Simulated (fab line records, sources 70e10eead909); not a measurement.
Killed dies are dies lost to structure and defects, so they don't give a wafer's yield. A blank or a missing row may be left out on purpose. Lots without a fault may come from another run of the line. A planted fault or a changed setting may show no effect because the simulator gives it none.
fab line records | flow nand_harc | part 2 of 2: steps 26 to 36 of 36
record lots=5 wafers=15 last_day=25
route steps=1159 shown A_SGD_CUT@751 A_SLIT@779
lots that met no fault: from a run of the same line without faults
start_h: hours from the record's first day to the start of the lot's first wafer shown | wait_h: hours since the lot's step before | " the same as in the row above | L1.1+2: a row that stands for several wafers | - no value, or no start given | * or withheld: withheld | < > ~ a bound
route shown NAME@n: a module of which the file shows steps, and the number in the route of the first | usual: mean/standard deviation of fault-free wafers | same: alike in all rows | chamber/n: place in a boat | sites: the reading at each site | _std_site: their standard deviation | _edge_site: outer sites' mean less inner sites' | radius_mm: how far each site lies from the wafer's centre | mask NAME#n: copy n | behind: the tool/chamber that last shaped the wafer | hold: why the lot was held/for how many hours/how that ended | device: the transistor (n, p or np) that didn't switch | end of line: the same wafers' tests at the end of the route | a step without rows: its recipe alone | killed: dies lost to structure and defects at the first sort, not the wafer's yield | map: a wafer's dies, x killed, . not, _ none there
set.NAME: the setting as run; set.NAME@STEP: as run at that earlier step | model.NAME: the simulator's own value behind a step, which no gauge read
lots at some steps of the route; a table a step, a row a wafer
services: from which hour (start_h, from the record's first day; less than 0 if before it) a tool's chamber was out of use, for how many hours, and why
## steps
# step NHARC_A_SGD_CUT_ETCHBACK_24
# recipe target_depth_a=500 over_etch_frac=0.3 time_s=92.857 ion_energy_ev=120 ch3f_flow_sccm=50 o2_flow_sccm=30 ar_flow_sccm=200 rf_w=500 bias_w=100 chemistry=CH3F/O2
# usual chamber_pressure_mTorr=25.002/0.025 drypump_motor_current_A=5.7/0.35 oes_product_au=0.97/0.034 rf_vpp_V=244.3/1.3 showerhead_plenum_p_Torr=2.45/0.076 throttle_valve_pct=20.664/0.0086
# columns lot.wafer tool chamber start_h wait_h chamber_pressure_mTorr drypump_motor_current_A oes_product_au rf_hours_counter_h rf_vpp_V showerhead_plenum_p_Torr throttle_valve_pct
L077.1 rie_diel-04 0 332.78 0.1 25.003 5.4 0.94 3 244.7 2.50 20.669
L077.3 " 3 " " 25.008 5.9 0.93 3 244.3 2.43 20.675
L077.5 " 0 " " 24.996 5.4 0.93 - 243.4 2.50 20.663
L076.1 rie_diel-09 1 332.79 0.1 24.967 6.1 1.00 7 244.8 2.47 20.659
L076.4 " 2 " " 25.007 6.0 0.99 6 245.9 2.48 20.676
L076.6 " 0 " " 25.003 5.3 0.98 - 242.3 2.30 20.656
L088.5 rie_diel-08 3 391.04 0.2 24.988 5.2 0.95 - 245.1 2.42 20.655
L088.4 " 0 " " 24.973 5.5 0.94 - 242.6 2.40 20.663
L088.6 " 1 " " 25.038 5.7 0.94 - 247.0 2.62 20.660
L091.4 rie_diel-04 1 432.25 0.2 25.004 6.2 1.00 12 243.2 2.44 20.658
L091.2 " 2 " " 25.032 5.5 1.00 13 243.7 2.40 20.662
L091.1 " 0 " " 25.021 5.5 1.01 12 244.8 2.49 20.667
L097.1 rie_diel-04 1 450.87 0.2 25.007 6.2 1.01 15 244.9 2.44 20.667
L097.4 " 2 " " 24.986 5.5 1.00 16 243.8 2.39 20.667
L097.5 " 1 " " 24.953 6.2 0.99 - 243.2 2.44 20.659
# step NHARC_A_SGD_CUT_STRIP_28
# recipe time_s=20 o2_flow_sccm=500 ar_flow_sccm=0 bias_w=0 chemistry=O2
# usual chamber_pressure_mTorr=60.00/0.051 drypump_motor_current_A=5.7/0.34 oes_product_au=1.003/0.0075 rf_vpp_V=57.8/0.79 showerhead_plenum_p_Torr=3.52/0.1 throttle_valve_pct=17.036/0.0096
# columns lot.wafer tool chamber start_h wait_h chamber_pressure_mTorr drypump_motor_current_A oes_product_au rf_hours_counter_h rf_vpp_V showerhead_plenum_p_Torr throttle_valve_pct
L076.4 rie_diel-09 2 - - 59.98 6.0 0.994 6 58.1 3.55 17.027
L076.1 " 3 " " 60.00 5.7 0.996 7 58.5 3.62 17.043
L076.6 " 1 " " 59.97 6.1 1.000 - 56.8 3.54 17.027
L077.3 rie_diel-04 0 - - 60.01 5.4 1.005 3 58.6 3.58 17.036
L077.1 " 1 " " 59.97 6.2 0.996 3 57.6 3.51 17.043
L077.5 " 2 " " 60.04 5.5 1.004 - 57.1 3.45 17.053
L088.6 rie_diel-08 3 391.17 0.1 60.05 5.2 1.004 - 56.8 3.47 17.028
L088.5 " 0 " " 60.06 5.5 1.020 - 57.5 3.45 17.047
L088.4 " 1 " " 60.06 5.7 0.996 - 58.7 3.75 17.024
L091.4 rie_diel-04 0 - - 60.13 5.4 1.013 12 59.5 3.58 17.024
L091.2 " 1 " " 60.01 6.2 1.013 12 56.7 3.50 17.034
L091.1 " 2 " " 60.03 5.4 0.997 13 57.0 3.44 17.043
L097.1 rie_diel-04 2 - - 59.94 5.4 0.994 16 57.6 3.44 17.017
L097.4 " 1 " " 60.03 6.2 1.008 15 59.0 3.50 17.039
L097.5 " 2 " " 59.94 5.5 0.997 - 57.4 3.44 17.027
# step NHARC_A_SGD_CUT_INSPECT_25
# usual raw_defect_count=303/70
# columns lot.wafer tool chamber start_h wait_h raw_defect_count
L076.1 defect_inspect-01 - 333.01 - 276
L076.4 " - " " 315
L076.6 " - " " 264
L077.1 defect_inspect-02 - 333.02 - 220
L077.3 " - " " 221
L077.5 " - " " 192
L088.4 defect_inspect-02 - 391.26 - 425
L088.5 " - " " 475
L088.6 " - " " 309
L091.1 defect_inspect-02 - 432.50 - 308
L091.2 " - " " 439
L091.4 " - " " 243
L097.1 defect_inspect-02 - 451.10 - 361
L097.4 " - " " 432
L097.5 " - " " 292
# step NHARC_A_SLIT_DEP_25
# recipe target_thk_a=2000 temp_c=400 pressure_torr=6.5 rf_w=900 teos_flow_sccm=161.4 flow_sccm=2650 target_thk_nm=200 gas=O2 material=SiO2
# usual heater_power_outer_w=263/43 heater_power_w=499/69 throttle_valve_pct=16.1/0.59
# columns lot.wafer tool chamber start_h wait_h heater_power_outer_w heater_power_w throttle_valve_pct
L076.1 pecvd-02 2 333.08 0.1 270 558 16.1
L076.4 " 0 " " 301 493 16.6
L076.6 " 1 " " 302 598 15.5
L077.1 pecvd-01 1 333.13 0.1 272 473 16.8
L077.3 " 2 " " 204 420 16.0
L077.5 " 0 " " 241 464 15.5
L088.4 pecvd-01 0 391.49 0.2 225 434 15.6
L088.6 " 1 " " 311 529 17.0
L088.5 " 2 " " 228 462 16.3
L091.2 pecvd-03 2 432.87 0.4 215 453 15.5
L091.1 " 1 " " 261 462 16.0
L091.4 " 2 " " 235 458 15.8
L097.1 pecvd-03 2 451.24 0.1 298 549 16.0
L097.4 " 0 " " 325 613 17.3
L097.5 " 2 " " 303 573 15.7
# step NHARC_A_SLIT_DEP_00
# recipe target_thk_a=32000 temp_c=400 material=aC
# usual throttle_valve_pct=35.000/0.009
# columns lot.wafer tool chamber start_h wait_h throttle_valve_pct
L076.1 acl_dep-03 0 333.42 - 35.006
L076.4 " 0 " " 34.982
L076.6 " 0 " " 35.002
L077.1 acl_dep-02 0 333.43 - 35.006
L077.3 " 0 " " 35.003
L077.5 " 0 " " 34.997
L088.4 acl_dep-02 0 395.21 - 35.003
L088.5 " 0 " " 34.999
L088.6 " 0 " " 34.984
L091.1 acl_dep-02 0 435.27 - 35.009
L091.2 " 0 " " 35.012
L091.4 " 0 " " 34.994
L097.1 acl_dep-01 0 454.98 - 35.012
L097.4 " 0 " " 35.003
L097.5 " 0 " " 34.996
# step NHARC_A_SLIT_DEP_23
# recipe target_thk_a=1000 target_thk_nm=100 temp_c=400 pressure_torr=3.5 flow_sccm=200 rf_w=350 material=SiON
# usual heater_power_outer_w=409/43 heater_power_w=694/66
# columns lot.wafer tool chamber start_h wait_h heater_power_outer_w heater_power_w
L077.1 pecvd-01 0 335.40 1.6 441 725
L077.3 " 2 " " 355 608
L077.5 " 0 " " 438 718
L076.1 pecvd-03 1 335.57 1.8 373 624
L076.6 " 0 " " 393 719
L076.4 " 1 " " 372 628
L088.5 pecvd-03 1 396.42 0.6 377 619
L088.6 " 2 " " 444 736
L088.4 " 0 " " 378 711
L091.1 pecvd-02 1 437.30 1.7 433 758
L091.2 " 2 " " 433 770
L091.4 " 0 " " 451 691
L097.1 pecvd-03 0 457.01 1.7 458 808
L097.5 " 2 " " 394 672
L097.4 " 1 " " 393 650
# step NHARC_A_SLIT_DEHYDRATE_01
# recipe temp_c=150 time_s=120
# columns lot.wafer tool chamber start_h wait_h
L077.1+3+5 litho_track-06 0 335.67 0.2
L076.1+4+6 litho_track-01 0 335.81 0.2
L088.4+5+6 litho_track-01 0 396.60 0.1
L091.1+2+4 litho_track-04 0 437.55 0.2
L097.1+4+5 litho_track-01 0 457.25 0.2
# step NHARC_A_SLIT_HMDS_02
# recipe time_s=30
# columns lot.wafer tool chamber start_h wait_h
L077.1+3+5 litho_track-06 0 - -
L076.1+4+6 litho_track-01 0 - -
L088.4+5+6 litho_track-01 0 - -
L091.1+2+4 litho_track-04 0 - -
L097.1+4+5 litho_track-01 0 - -
# step NHARC_A_SLIT_COAT_03
# recipe spin_rpm=1500 resist_thk_nm=90
# columns lot.wafer tool chamber start_h wait_h
L077.1+3+5 litho_track-06 0 - -
L076.1+4+6 litho_track-01 0 - -
L088.4+5+6 litho_track-01 0 - -
L091.1+2+4 litho_track-04 0 - -
L097.1+4+5 litho_track-01 0 - -
# step NHARC_A_SLIT_SOFTBAKE_04
# recipe temp_c=105 time_s=55
# columns lot.wafer tool chamber start_h wait_h
L077.1+3+5 litho_track-06 0 - -
L076.1+4+6 litho_track-01 0 - -
L088.4+5+6 litho_track-01 0 - -
L091.1+2+4 litho_track-04 0 - -
L097.1+4+5 litho_track-01 0 - -
# step NHARC_A_SLIT_EBR_05
# columns lot.wafer tool chamber start_h wait_h
L077.1+3+5 litho_track-06 0 - -
L076.1+4+6 litho_track-01 0 - -
L088.4+5+6 litho_track-01 0 - -
L091.1+2+4 litho_track-04 0 - -
L097.1+4+5 litho_track-01 0 - -
## services
# columns tool chamber start_h hours kind
cmp-04 - 302.92 4.0 pm
arfi_scanner-03 - 312.00 4.0 pm
litho_track-04 - 316.00 7.0 pm
rie_diel-08 2 317.14 4.9 repair
cmp-04 - 318.43 0.5 repair
wet_bench-03 - 322.40 8.0 pm
arfi_scanner-01 - 325.66 0.9 repair
wet_bench-04 - 339.20 8.0 pm
pecvd-03 - 344.13 0.4 repair
acl_dep-02 - 352.99 13.0 pm
fcvd-02 1 363.96 4.2 repair
cmp-01 - 367.05 1.0 repair
cmp-01 - 375.53 4.0 pm
fcvd-02 - 376.00 13.0 pm
rie_diel-08 2 381.32 13.8 repair
fcvd-02 - 389.41 1.8 repair
wet_bench-03 - 395.26 1.9 repair
furnace-05 - 404.00 26.0 pm
cmp-01 - 406.88 0.6 repair
rie_diel-08 - 413.72 0.9 repair
pecvd-01 - 427.39 13.0 pm
rie_diel-09 - 431.11 9.0 pm
litho_track-01 - 443.00 7.0 pm
pecvd-01 2 444.03 16.4 repair
